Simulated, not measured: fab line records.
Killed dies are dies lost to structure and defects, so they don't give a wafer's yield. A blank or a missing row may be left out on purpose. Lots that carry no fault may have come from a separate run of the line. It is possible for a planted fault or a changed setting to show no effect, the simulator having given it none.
Lot-split experiment -- flow n5 finfet -- 21 wafers read from 4 lots, route of 1938 steps

SPLIT DETAILS
At N5_BEOL_M4_COAT_73 (time 60 s, resist thk 5 nm), the setting spin rpm was moved away from the recipe's 1500 rpm on 9 of the 21 wafers read, by -7.4% to +4.7%. This setting was run at the recipe's value on the other wafers.

FROM THE SPLIT TO THE READING: what the file shows between them, 3 steps
- N5_BEOL_M4_COAT_05: resist thk 30 nm
- N5_BEOL_M4_EBR_07
- N5_BEOL_M4_DESCUM_16: chemistry O2, time 7 s

THE READING
etch.depth nm (the simulator's own value, which no gauge read), in nm, at N5_BEOL_M4_ETCH_74 (etches underlayer in N2/H2, target depth 6.5 nm, time 5.2 s). No usual value for it is given in the file. Here, 12 wafers ran the recipe; their average is 4.998 nm with a standard deviation of 0.014 nm.

wafer,"tool, chamber at the split","spin rpm as run, rpm",against the recipe,"etch.depth nm, nm",against lot-mates on the recipe
L077.1,"litho track-05, 0",1500,recipe,4.99,-
L077.2,"litho track-05, 0",1570,+4.7%,4.872,-0.126
L077.3,"litho track-05, 0",1500,recipe,5.002,-
L077.4,"litho track-05, 0",1570,+4.7%,4.882,-0.116
L077.5,"litho track-05, 0",1570,+4.7%,4.898,-0.100
L077.6,"litho track-05, 0",1500,recipe,5.003,-
L083.4,"litho track-03, 0",1500,recipe,4.977,-
L083.5,"litho track-03, 0",1500,recipe,4.999,-
L083.6,"litho track-03, 0",1500,recipe,4.98,-
L084.1,"litho track-03, 0",1557,+3.8%,4.914,-0.099
L084.2,"litho track-03, 0",1557,+3.8%,4.905,-0.108
L084.3,"litho track-03, 0",1500,recipe,5.014,-
L084.4,"litho track-03, 0",1500,recipe,5.026,-
L084.5,"litho track-03, 0",1500,recipe,4.998,-
L084.6,"litho track-03, 0",1557,+3.8%,4.931,-0.082
L089.1,"litho track-05, 0",1389,-7.4%,5.216,+0.221
L089.2,"litho track-05, 0",1500,recipe,4.997,-
L089.3,"litho track-05, 0",1500,recipe,4.978,-
L089.4,"litho track-05, 0",1389,-7.4%,5.204,+0.209
L089.5,"litho track-05, 0",1389,-7.4%,5.203,+0.208
L089.6,"litho track-05, 0",1500,recipe,5.011,-

THE FIT
A straight line over all 21 wafers: etch.depth nm changes by -0.0264 nm for each +1% of spin rpm; r = -0.99; the points scatter about the line by 0.015 nm.
The same after taking each lot's own level away (the mean of its wafers on the recipe; 21 wafers): -0.0272 nm for each +1%; r = -0.99; scatter 0.012 nm.
That fit puts the effect of the largest move of spin rpm on the reading at 0.2 nm.
From 4.9853 to 5.0127 nm: that is the span of the lots' own levels, equal to 1.9 times the standard deviation above.
The two slopes agree, so the slope changes little with the lot-to-lot level.
Check: for one of the wafers moved furthest among these (-7.4%), held out of the fit, the line's prediction against its lot-mates is +0.201 nm. It came out at +0.221 nm against them.

OTHER SPLITS APPLIED TO THESE WAFERS
Before the reading, these wafers also passed through other splits. Each is held against what the fit with the lots' levels taken away leaves over:
other split on the same wafers,wafers away from the commonest value,r with etch.depth nm (lot level and that fit taken away)
N5_MOL_CONTACT_COAG_EXPOSE_37 dose mj,9,+0.48
N5_BEOL_M0_SAQP_PECVD_96 time s,9,+0.10
N5_BEOL_M0_ETCH_138 source w,6,-0.37
N5_BEOL_M1_COAT_05 spin rpm,6,-0.22
N5_BEOL_M1_ETCH_64 source w,9,-0.08
N5_BEOL_M2_DESCUM_16 time s,6,+0.08

FILE'S OWN FIT
etch.depth nm changes by -0.0271 nm for each +1% of spin rpm, r = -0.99.
